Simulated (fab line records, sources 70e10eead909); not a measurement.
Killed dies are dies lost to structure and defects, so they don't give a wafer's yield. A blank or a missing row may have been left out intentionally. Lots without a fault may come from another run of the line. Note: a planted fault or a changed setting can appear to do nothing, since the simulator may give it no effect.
Struck lot and sound lot, side by side ; flow nandHarc ; 42 out of 1159 route steps
Sound: the wafers L351.2, L351.3, L351.4. Struck: wafer L364.5. (L364.1, L364.6 of the same lot were not struck and are left out.) The cause comes at the end.
Each step with rows lists, per side, the tool, then ch with its chambers, then its first start. Under that, the readings that differ: sound wafers ; struck wafers ; difference of the means ; sigmas: that difference in standard deviations of wafers without a fault.
alike: a reading whose means differ by less than 2 such deviations, as well as words and numbers matching on both sides. not compared: withheld readings; readings where some wafer has no value; bounds like >300 that might hide an equal value; numbers whose values overlap and for which the record gives no deviation.
Wherever a step has rows on one side only, a row that says differs or no value, or a row with sigmas, the two part there. When numbers do not overlap yet have no deviation, they are printed without sigmas and do not part them. Lack of a reading on every wafer of one side parts them only where that side has two or more wafers.

NHARC_A_CONTACT_INSPECT_71:
  struck on defectInspect-01, day 19 15:48; sound on defectInspect-02, day 16 19:50
  alike: rawDefectCount
then, 5 steps without rows for these wafers: NHARC_A_CONTACT_DESCUM_74 (chemistry O2, time 3 s); NHARC_A_CONTACT_ETCH_75 (etches the open film in CF4, target depth 39 nm, time 65 s); NHARC_A_CONTACT_ETCH_76 (etches the open film in N2/H2, target depth 260 nm, time 475.3 s); NHARC_A_CONTACT_ETCH_77 (etches the open film in CF4/CHF3, target depth 72.6 nm, time 36.3 s); NHARC_A_CONTACT_ETCH_78 (etches the open film in O2/COS, target depth 2800 nm, time 728 s).
NHARC_A_CONTACT_ETCH_124: etches the open film in C4F8/O2/Ar, time 140 s, target depth 700 nm.
  sound on harCapEtch-03 ch 0,1, day 16 21:02; struck on harCapEtch-02 ch 1, day 19 16:59
  not compared: rfHoursCounterH
then, 5 steps without rows for these wafers: NHARC_A_CONTACT_ETCH_125 (etches the open film in C4F8/O2/Ar, time 155 s, target depth 956 nm); NHARC_A_CONTACT_ETCH_126 (etches the open film in C4F8/O2/Ar, time 155 s, target depth 956 nm); NHARC_A_CONTACT_ETCH_127 (etches the open film in C4F8/O2/Ar, time 155 s, target depth 956 nm); NHARC_A_CONTACT_ETCH_128 (etches the open film in C4F8/O2/Ar, time 155 s, target depth 956 nm); NHARC_A_CONTACT_ETCH_129 (etches the open film in C4F8/O2/Ar, time 155 s, target depth 956 nm).
NHARC_A_CONTACT_ETCH_130: etches the open film in C4F8/O2/Ar, time 155 s, target depth 956 nm.
  sound on harCapEtch-03 ch 0,1, day 16 21:56; struck on harCapEtch-02 ch 1, day 19 17:54
  not compared: rfHoursCounterH
NHARC_A_CONTACT_ETCH_131: etches the open film in C4F8/O2/Ar, time 155 s, target depth 956 nm.
  sound on harCapEtch-03 ch 0,1, day 16 22:05; struck on harCapEtch-02 ch 1, day 19 18:02
  not compared: rfHoursCounterH
then, 1 step without rows for these wafers: NHARC_A_CONTACT_ETCH_132 (etches the open film in C4F8/O2/Ar, time 156 s, target depth 958 nm).
NHARC_A_CONTACT_ETCH_133: etches the open film in C4F8/O2/Ar, time 195 s, target depth 840 nm.
  sound on harCapEtch-03 ch 0,1, day 16 22:23; struck on harCapEtch-02 ch 1, day 19 18:19
  not compared: rfHoursCounterH
NHARC_A_CONTACT_ETCH_91: etches the open film in CH3F/O2, target depth 40 nm, time 85.7 s.
  sound on rieDiel-05 ch 0,1,3, day 16 22:55; struck on rieDiel-11 ch 3, day 19 18:56
  alike: drypumpMotorCurrentA, oesProductAu, rfVppV, showerheadPlenumPTorr, throttleValvePct
  not compared: rfHoursCounterH
then, 1 step without rows for these wafers: NHARC_A_CONTACT_ETCH_97 (etches the open film in C4F6/O2, target depth 20 nm, time 10 s).
NHARC_A_CONTACT_CD_MEAS_80:
  struck on cdSem-01, day 19 19:07; sound on cdSem-02, day 16 23:08
  alike: cdNm
then, 18 steps without rows for these wafers: NHARC_A_CONTACT_STRIP_103 (strips in N2/H2); NHARC_A_CONTACT_STRIP_104 (strips in CF4/CHF3); NHARC_A_CONTACT_STRIP_105 (strips in O2/COS); NHARC_A_CONTACT_ETCH_106 (etches the open film in CF4/O2, target depth 60 nm, overetch 6 nm, time 33 s); NHARC_A_CONTACT_STRIP_82 (strips in O2); NHARC_A_CONTACT_STRIP_83 (strips in post etch residue remover, time 600 s); NHARC_A_CONTACT_DEP_84 (deposits aC, target thk 2000 nm); NHARC_A_CONTACT_DEP_85 (deposits SiON, target thk 50 nm); NHARC_A_CONTACT_DEHYDRATE_00 (time 120 s); NHARC_A_CONTACT_HMDS_01 (time 30 s); NHARC_A_CONTACT_COAT_86 (time 75 s); NHARC_A_CONTACT_COAT_87 (time 65 s); NHARC_A_CONTACT_COAT_02 (resist thk 90 nm); NHARC_A_CONTACT_SOFTBAKE_03 (time 55 s); NHARC_A_CONTACT_EBR_04; NHARC_A_CONTACT_EXPOSE_05 (exposes mask A CC); NHARC_A_CONTACT_PEB_06 (peb time 65 s); NHARC_A_CONTACT_DEVELOP_07 (develop time 35 s).
NHARC_A_CONTACT_CD_MEAS_08 targets a cd of 100 nm.
  sound on cdSem-03 ch 0, day 17 02:16; struck on cdSem-03 ch 0, day 19 22:36
  alike: cdNm
NHARC_A_CONTACT_OVL_MEAS_09:
  struck on overlay-02, day 19 22:41; sound on overlay-02, day 17 02:22
  alike: overlayXNm, overlayYNm
then, 1 step without rows for these wafers: NHARC_A_CONTACT_DESCUM_13 (chemistry O2, time 3 s).
NHARC_A_CONTACT_ETCH_88: etches the open film in CF4, target depth 39 nm, time 65 s.
  sound on rieDiel-05 ch 0,1,3, day 17 02:35; struck on rieDiel-11 ch 0, day 19 22:53
  alike: cf4FlowSccm, drypumpMotorCurrentA, oesProductAu, rfVppV, showerheadPlenumPTorr, throttleValvePct
  not compared: rfHoursCounterH
-- jump in the record: it breaks off in module A_CONTACT and resumes in module END (first step shown: number 1159 of the route), and 2 days separate the struck wafers' starts before and after --
NHARC_END_SORT_01:
  sound on prober-01 ch 0, day 20 00:13; struck on prober-01 ch 0, day 22 07:06
reading;sound;struck;difference;sigmas
killedAtArray;19 15 21;94;+76;+9
killedAtOther;0 0 0;4;+4;+4
killedDies;21 16 23;103;+83;+10
  alike: killedAtPeriphery, killedOpen, killedShort

WHERE THEY PART
Only at NHARC_END_SORT_01, within this record.

WHY: whatever the simulator had introduced
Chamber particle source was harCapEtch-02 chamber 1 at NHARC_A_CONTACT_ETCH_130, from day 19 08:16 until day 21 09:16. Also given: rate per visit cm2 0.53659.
